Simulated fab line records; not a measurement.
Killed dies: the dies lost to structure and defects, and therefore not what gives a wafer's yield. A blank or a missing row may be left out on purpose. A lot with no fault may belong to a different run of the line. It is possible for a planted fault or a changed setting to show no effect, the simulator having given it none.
What tool caused it? | flow nand_harc | 13 lots, 39 wafers sampled, at 5 steps of a route of 1159

## WHAT THE GAUGES READ, wafer by wafer
NHARC_THIN_TSV_CD_MEAS_33: target cd 5000 nm. Usual: cd_nm at 5000.0 nm, with a standard deviation of 1.5.
lot  | measured     | on        | cd_nm (nm)           | flag
L819 | day 18 17:16 | cd_sem-03 | 4998.6 4997.1 4998.7 |
L822 | day 18 23:11 | cd_sem-02 | 5000.8 5000.7 5000.1 |
L821 | day 19 00:09 | cd_sem-03 | 5001.0 5001.8 5002.3 |
L824 | day 19 03:05 | cd_sem-03 | 5003.1 5002.2 5002.0 |
L820 | day 19 09:10 | cd_sem-02 | 5002.2 5001.1 5001.9 |
L825 | day 20 18:21 | cd_sem-02 | 4997.1 4999.4 4998.2 |
L826 | day 20 16:49 | cd_sem-01 | 5000.8 4999.8 5001.1 |
L829 | day 21 12:01 | cd_sem-02 | 4999.9 5000.2 4999.8 |
L830 | day 21 11:13 | cd_sem-02 | 5000.4 5000.8 5001.2 |
L831 | day 22 05:48 | cd_sem-02 | 4997.2 4999.2 4999.8 |
L832 | day 22 04:23 | cd_sem-02 | 5000.0 5001.2 4998.1 |
L841 | day 24 11:43 | cd_sem-01 | 4997.0 4997.6 5000.1 |
L842 | day 24 23:40 | cd_sem-03 | 4998.2 5000.5 4999.6 |

NHARC_END_SORT_01. Usual: killed_at_array 27, standard deviation 11; killed_at_other 0.8, standard deviation 1.1; killed_at_periphery 2.8, standard deviation 1.9; killed_dies 30, standard deviation 11; killed_open 3.3, standard deviation 1.8; killed_short 2.3, standard deviation 1.5.
lot  | measured     | on        | killed_at_array | killed_at_other | killed_at_periphery | killed_dies | killed_open | killed_short | flag
L829 | day 21 23:28 | prober-02 | 115 16 120      | 0 0 0           | 1 7 5               | 116 23 125  | 2 4 4       | 0 2 2        | OFF
L830 | day 21 23:27 | prober-01 | 116 108 18      | 0 0 0           | 3 1 5               | 119 109 23  | 3 2 5       | 2 1 3        | OFF
L832 | day 22 13:26 | prober-01 | 128 31 120      | 1 2 2           | 2 5 2               | 131 38 124  | 4 5 4       | 1 4 3        | OFF

## WHICH TOOL RAN EACH LOT (tool, then ch and the chambers of the sampled wafers, then the start)
lot  | NHARC_A_CONTACT_ETCH_123             | NHARC_A_BONDPAD_DEP_00                     | NHARC_A_BONDPAD_DESCUM_11
L819 | har_cap_etch-03 ch 0,1, day 15 23:55 | pecvd-01 ch 0,1,2, day 17 17:01 or earlier | rie_diel-10 ch 2,3, day 17 17:01
L822 | har_cap_etch-03 ch 0,1, day 16 15:16 | pecvd-04 ch 0,1,2, day 17 23:57            | rie_diel-01 ch 0,1,3, day 18 01:36
L821 | har_cap_etch-01 ch 0,1, day 16 15:20 | pecvd-03 ch 0,1,2, day 18 03:14            | rie_diel-10 ch 1,2,3, day 18 04:39
L824 | har_cap_etch-01 ch 0,1, day 16 23:49 | pecvd-03 ch 0,1,2, day 18 04:38            | rie_diel-03 ch 0,1, day 18 06:01
L820 | har_cap_etch-02 ch 0,1, day 17 00:29 | pecvd-04 ch 0,1,2, day 18 10:04            | rie_diel-10 ch 2,3, day 18 11:23
L825 | har_cap_etch-02 ch 0,1, day 18 07:16 | pecvd-04 ch 1,2, day 19 18:32              | rie_diel-10 ch 1,2,3, day 19 19:46
L826 | har_cap_etch-01 ch 0,1, day 18 09:15 | pecvd-04 ch 0,2, day 19 19:07              | rie_diel-10 ch 1,2,3, day 19 20:27
L829 | har_cap_etch-02 ch 0,1, day 18 21:58 | pecvd-03 ch 0,1,2, day 20 13:27 or earlier | rie_diel-10 ch 0,1,2, day 20 13:27
L830 | har_cap_etch-02 ch 0,1, day 19 01:22 | pecvd-03 ch 0,1,2, day 20 12:47            | rie_diel-01 ch 0,2,3, day 20 14:16
L831 | har_cap_etch-03 ch 0,1, day 19 17:20 | pecvd-04 ch 0,1, day 21 06:51              | rie_diel-01 ch 2,3, day 21 08:10
L832 | har_cap_etch-02 ch 0,1, day 19 18:58 | pecvd-04 ch 1,2, day 21 06:05              | rie_diel-10 ch 0,2,3, day 21 07:27
L841 | har_cap_etch-03 ch 0,1, day 22 03:00 | pecvd-01 ch 1,2, day 23 12:53              | rie_diel-10 ch 1,2,3, day 23 14:24
L842 | har_cap_etch-03 ch 0,1, day 22 09:51 | pecvd-01 ch 0,1,2, day 23 23:53            | rie_diel-10 ch 1,3, day 24 01:14
- NHARC_A_CONTACT_ETCH_123: etches the open film in C4F8/O2/Ar, time 253 s, target depth 1090 nm.
- NHARC_A_BONDPAD_DEP_00: deposits SiCN, target thk 250 nm.
- NHARC_A_BONDPAD_DESCUM_11: chemistry O2, time 3 s.

## AS READ BY THE TOOLS THEMSELVES (means over the sampled wafers that have a number; for cases with no such wafer, the mark the record gives instead)
NHARC_A_BONDPAD_DEP_00. Usual: heater_power_w 587 W, standard deviation 76; showerhead_vpp_V 1323 V, standard deviation 83; susceptor_temp_C 370.00 C, standard deviation 0.23.
lot  | tool     | heater_power_w (W) | showerhead_vpp_V (V) | susceptor_temp_C (C) | flag
L819 | pecvd-01 | 612                | 1262                 | 369.99               |
L822 | pecvd-04 | 568                | 1377                 | 370.15               |
L821 | pecvd-03 | 573                | 1276                 | 370.08               |
L824 | pecvd-03 | 605                | 1272                 | 369.89               |
L820 | pecvd-04 | 578                | 1387                 | 369.91               |
L825 | pecvd-04 | 607                | 1422                 | 369.98               |
L826 | pecvd-04 | 556                | 1315                 | 369.99               |
L829 | pecvd-03 | 597                | 1291                 | 370.02               |
L830 | pecvd-03 | 586                | 1289                 | 369.90               |
L831 | pecvd-04 | 569                | 1397                 | 370.40               |
L832 | pecvd-04 | 579                | 1447                 | 370.14               |
L841 | pecvd-01 | 597                | 1276                 | 370.15               |
L842 | pecvd-01 | 637                | 1265                 | 369.85               |

NHARC_A_BONDPAD_DESCUM_11. Usual: drypump_motor_current_A 5.5 A, standard deviation 0.41; oes_product_au 1.000 a.u., standard deviation 0.0085; rf_vpp_V 57.9 V, standard deviation 0.75; showerhead_plenum_p_Torr 1.93 Torr, standard deviation 0.091; throttle_valve_pct 11.311 %, standard deviation 0.0093.
lot  | tool        | drypump_motor_current_A (A) | oes_product_au (a.u.) | rf_vpp_V (V) | showerhead_plenum_p_Torr (Torr) | throttle_valve_pct (%) | flag
L819 | rie_diel-10 | 5.5                         | 0.997                 | 58.0         | 1.97                            | 11.318                 |
L822 | rie_diel-01 | 5.5                         | 0.990                 | 58.0         | 1.98                            | 11.312                 |
L821 | rie_diel-10 | 5.3                         | 1.007                 | 57.9         | 1.95                            | 11.319                 |
L824 | rie_diel-03 | 6.0                         | 1.006                 | 57.4         | 1.88                            | 11.310                 |
L820 | rie_diel-10 | 5.5                         | 0.996                 | 58.1         | 1.97                            | 11.308                 |
L825 | rie_diel-10 | 5.3                         | 1.003                 | 58.0         | 1.95                            | 11.316                 |
L826 | rie_diel-10 | 5.3                         | 1.002                 | 57.8         | 1.95                            | 11.318                 |
L829 | rie_diel-10 | 5.2                         | 1.005                 | 57.5         | 1.92                            | 11.313                 |
L830 | rie_diel-01 | 5.5                         | 0.993                 | 57.7         | 1.91                            | 11.316                 |
L831 | rie_diel-01 | 5.6                         | 0.989                 | 58.3         | 1.92                            | 11.322                 |
L832 | rie_diel-10 | 5.4                         | 1.005                 | 58.4         | 1.95                            | 11.309                 |
L841 | rie_diel-10 | 5.2                         | 1.009                 | 58.4         | 1.95                            | 11.312                 |
L842 | rie_diel-10 | 5.4                         | 1.002                 | 57.0         | 1.90                            | 11.309                 |

## THE ANSWER, worked out from the rows above alone
Rule: a lot is off if the mean of its wafers that have a number lies more than 3 standard deviations from the usual mean. A lot without any number at a reading at which 4 lots or more have one is off too. All remaining lots with rows at the step are treated as sound. After the gauges, taken in route order, come the tools' own readings; for these a lot's mean is taken, as printed above. The first step at which some lot is off is used, and at that step the reading that is off furthest; a lot without a number counts as furthest.
Off at NHARC_END_SORT_01 (killed_dies): L829, L830, L832. Neither off nor sound, because the step has no rows for them: L819, L822, L821, L824, L820, L825, L826, L831, L841, L842.
If a tool, at a process step before that reading, ran all the lots that are off and no sound lot after the first of them, it fits. Gauges at NHARC_END_SORT_01: tried the same way as those tools. NHARC_A_BONDPAD_DEP_00: start missing for some lots; hours and lot order therefore follow NHARC_A_BONDPAD_DESCUM_11. One fits: NHARC_A_CONTACT_ETCH_123 on har_cap_etch-02. It ran no sound lot before its first lot that is off in this sample, so the start can't be narrowed down.

## WHAT THE SIMULATOR PUT IN
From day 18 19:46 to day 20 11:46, har_cap_etch-02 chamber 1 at NHARC_A_CONTACT_ETCH_123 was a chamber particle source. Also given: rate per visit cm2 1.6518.
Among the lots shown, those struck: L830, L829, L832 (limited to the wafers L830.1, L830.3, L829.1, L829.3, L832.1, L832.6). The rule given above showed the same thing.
